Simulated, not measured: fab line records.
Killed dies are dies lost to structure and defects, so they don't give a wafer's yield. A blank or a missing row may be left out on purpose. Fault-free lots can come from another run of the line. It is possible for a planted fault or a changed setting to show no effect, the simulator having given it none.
Split-lot experiment || flow n5-finfet || route with 1938 steps; 7 lots, 21 wafers read

## THE SPLIT ITSELF
At N5_BEOL_M7_PECVD_70 (deposits SiO2 from TEOS/O2, target thk 20 nm, time 22.7 s), the setting temp-c was moved away from the recipe's 400 C on 6 of the 21 wafers read, by +1.9% to +4.4%. For the rest of the wafers, this setting stayed at what the recipe calls for.

Reading taken at the split's own step.

## THE READING
SiO2_of_BEOL_M7_PECVD_70.thk-nm (the simulator's own value, which no gauge read), in nm, at N5_BEOL_M7_PECVD_70 (deposits SiO2 from TEOS/O2, target thk 20 nm, time 22.7 s). There is no usual value for it anywhere in the file. Here, 15 wafers ran the recipe; their average is 20.0 nm with a standard deviation of 0.27 nm.

{"wafer": "L077.4", "tool, chamber at the split": "pecvd-02, 1", "temp-c as run, C": 400, "against the recipe": "recipe", "SiO2_of_BEOL_M7_PECVD_70.thk-nm, nm": 20.2, "against lot-mates on the recipe": "-"}
{"wafer": "L077.5", "tool, chamber at the split": "pecvd-02, 0", "temp-c as run, C": 400, "against the recipe": "recipe", "SiO2_of_BEOL_M7_PECVD_70.thk-nm, nm": 20, "against lot-mates on the recipe": "-"}
{"wafer": "L077.6", "tool, chamber at the split": "pecvd-02, 2", "temp-c as run, C": 417.8, "against the recipe": "+4.4%", "SiO2_of_BEOL_M7_PECVD_70.thk-nm, nm": 17.8, "against lot-mates on the recipe": -2.3}
{"wafer": "L082.3", "tool, chamber at the split": "pecvd-02, 0", "temp-c as run, C": 400, "against the recipe": "recipe", "SiO2_of_BEOL_M7_PECVD_70.thk-nm, nm": 19.8, "against lot-mates on the recipe": "-"}
{"wafer": "L082.4", "tool, chamber at the split": "pecvd-02, 0", "temp-c as run, C": 400, "against the recipe": "recipe", "SiO2_of_BEOL_M7_PECVD_70.thk-nm, nm": 19.8, "against lot-mates on the recipe": "-"}
{"wafer": "L082.5", "tool, chamber at the split": "pecvd-02, 1", "temp-c as run, C": 417.6, "against the recipe": "+4.4%", "SiO2_of_BEOL_M7_PECVD_70.thk-nm, nm": 17.4, "against lot-mates on the recipe": -2.4}
{"wafer": "L084.2", "tool, chamber at the split": "pecvd-04, 2", "temp-c as run, C": 410.3, "against the recipe": "+2.6%", "SiO2_of_BEOL_M7_PECVD_70.thk-nm, nm": 18.8, "against lot-mates on the recipe": -1.6}
{"wafer": "L084.4", "tool, chamber at the split": "pecvd-04, 2", "temp-c as run, C": 400, "against the recipe": "recipe", "SiO2_of_BEOL_M7_PECVD_70.thk-nm, nm": 20.4, "against lot-mates on the recipe": "-"}
{"wafer": "L084.5", "tool, chamber at the split": "pecvd-04, 1", "temp-c as run, C": 410.3, "against the recipe": "+2.6%", "SiO2_of_BEOL_M7_PECVD_70.thk-nm, nm": 18.6, "against lot-mates on the recipe": -1.8}
{"wafer": "L089.2", "tool, chamber at the split": "pecvd-02, 0", "temp-c as run, C": 400, "against the recipe": "recipe", "SiO2_of_BEOL_M7_PECVD_70.thk-nm, nm": 19.4, "against lot-mates on the recipe": "-"}
{"wafer": "L089.4", "tool, chamber at the split": "pecvd-02, 2", "temp-c as run, C": 400, "against the recipe": "recipe", "SiO2_of_BEOL_M7_PECVD_70.thk-nm, nm": 20.2, "against lot-mates on the recipe": "-"}
{"wafer": "L089.6", "tool, chamber at the split": "pecvd-02, 1", "temp-c as run, C": 400, "against the recipe": "recipe", "SiO2_of_BEOL_M7_PECVD_70.thk-nm, nm": 20, "against lot-mates on the recipe": "-"}
{"wafer": "L093.1", "tool, chamber at the split": "pecvd-02, 2", "temp-c as run, C": 400, "against the recipe": "recipe", "SiO2_of_BEOL_M7_PECVD_70.thk-nm, nm": 19.6, "against lot-mates on the recipe": "-"}
{"wafer": "L093.2", "tool, chamber at the split": "pecvd-02, 1", "temp-c as run, C": 407.6, "against the recipe": "+1.9%", "SiO2_of_BEOL_M7_PECVD_70.thk-nm, nm": 18.8, "against lot-mates on the recipe": -0.8}
{"wafer": "L093.4", "tool, chamber at the split": "pecvd-02, 2", "temp-c as run, C": 407.6, "against the recipe": "+1.9%", "SiO2_of_BEOL_M7_PECVD_70.thk-nm, nm": 19.4, "against lot-mates on the recipe": -0.2}
{"wafer": "L097.1", "tool, chamber at the split": "pecvd-02, 2", "temp-c as run, C": 400, "against the recipe": "recipe", "SiO2_of_BEOL_M7_PECVD_70.thk-nm, nm": 20.2, "against lot-mates on the recipe": "-"}
{"wafer": "L097.5", "tool, chamber at the split": "pecvd-02, 2", "temp-c as run, C": 400, "against the recipe": "recipe", "SiO2_of_BEOL_M7_PECVD_70.thk-nm, nm": 20.2, "against lot-mates on the recipe": "-"}
{"wafer": "L097.2", "tool, chamber at the split": "pecvd-02, 0", "temp-c as run, C": 400, "against the recipe": "recipe", "SiO2_of_BEOL_M7_PECVD_70.thk-nm, nm": 19.8, "against lot-mates on the recipe": "-"}
{"wafer": "L096.2", "tool, chamber at the split": "pecvd-01, 1", "temp-c as run, C": 400, "against the recipe": "recipe", "SiO2_of_BEOL_M7_PECVD_70.thk-nm, nm": 19.8, "against lot-mates on the recipe": "-"}
{"wafer": "L096.5", "tool, chamber at the split": "pecvd-01, 0,1", "temp-c as run, C": 400, "against the recipe": "recipe", "SiO2_of_BEOL_M7_PECVD_70.thk-nm, nm": 20.2, "against lot-mates on the recipe": "-"}
{"wafer": "L096.6", "tool, chamber at the split": "pecvd-01, 0,1", "temp-c as run, C": 400, "against the recipe": "recipe", "SiO2_of_BEOL_M7_PECVD_70.thk-nm, nm": 20.2, "against lot-mates on the recipe": "-"}
If several chambers appear in one row, that row covers several wafers at once and the file leaves open which wafer was in which chamber.

FIT RESULTS
A straight line over all 21 wafers: SiO2_of_BEOL_M7_PECVD_70.thk-nm changes by -0.525 nm for each +1% of temp-c; r = -0.95; the points scatter about the line by 0.27 nm.
The same after taking each lot's own level away (the mean of its wafers on the recipe; 21 wafers): -0.533 nm for each +1%; r = -0.94; scatter 0.28 nm.
On that fit, the largest move of temp-c shifts the reading by 2.4 nm.
The span of the lots' own levels, 19.60 to 20.40 nm, comes to 3.0 times the standard deviation stated above.
Consequently the slope shifts little with the lot-to-lot level, the two slopes agreeing.
Check: -2.38 nm against its lot-mates is what the line predicts for one of the wafers moved furthest among these (+4.4%) when that wafer is left out of the fit. It came out at -2.3 nm against them.

## THE OTHER SPLITS THESE WAFERS WENT THROUGH
Note: prior to the reading, these wafers also went through further splits. Each is held against what the fit with the lots' levels taken away leaves over:
{"other split on the same wafers": "N5_BEOL_M4_COAT_05 spin-rpm", "wafers away from the commonest value": 3, "r with SiO2_of_BEOL_M7_PECVD_70.thk-nm (lot level and that fit taken away)": -0.42}
{"other split on the same wafers": "N5_BEOL_M4_DESCUM_16 time-s", "wafers away from the commonest value": 5, "r with SiO2_of_BEOL_M7_PECVD_70.thk-nm (lot level and that fit taken away)": -0.09}
{"other split on the same wafers": "N5_BEOL_M5_ILD_DEP_00 time-s", "wafers away from the commonest value": 4, "r with SiO2_of_BEOL_M7_PECVD_70.thk-nm (lot level and that fit taken away)": -0.11}
{"other split on the same wafers": "N5_BEOL_M5_ETCH_72 bias-w", "wafers away from the commonest value": 7, "r with SiO2_of_BEOL_M7_PECVD_70.thk-nm (lot level and that fit taken away)": -0.47}
{"other split on the same wafers": "N5_BEOL_M5_COAT_74 spin-rpm", "wafers away from the commonest value": 6, "r with SiO2_of_BEOL_M7_PECVD_70.thk-nm (lot level and that fit taken away)": "+0.40"}
{"other split on the same wafers": "N5_BEOL_M6_ETCH_66 source-w", "wafers away from the commonest value": 8, "r with SiO2_of_BEOL_M7_PECVD_70.thk-nm (lot level and that fit taken away)": "+0.41"}

## THE FILE'S OWN FIT
SiO2_of_BEOL_M7_PECVD_70.thk-nm changes by -0.529 nm for each +1% of temp-c, r = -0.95.
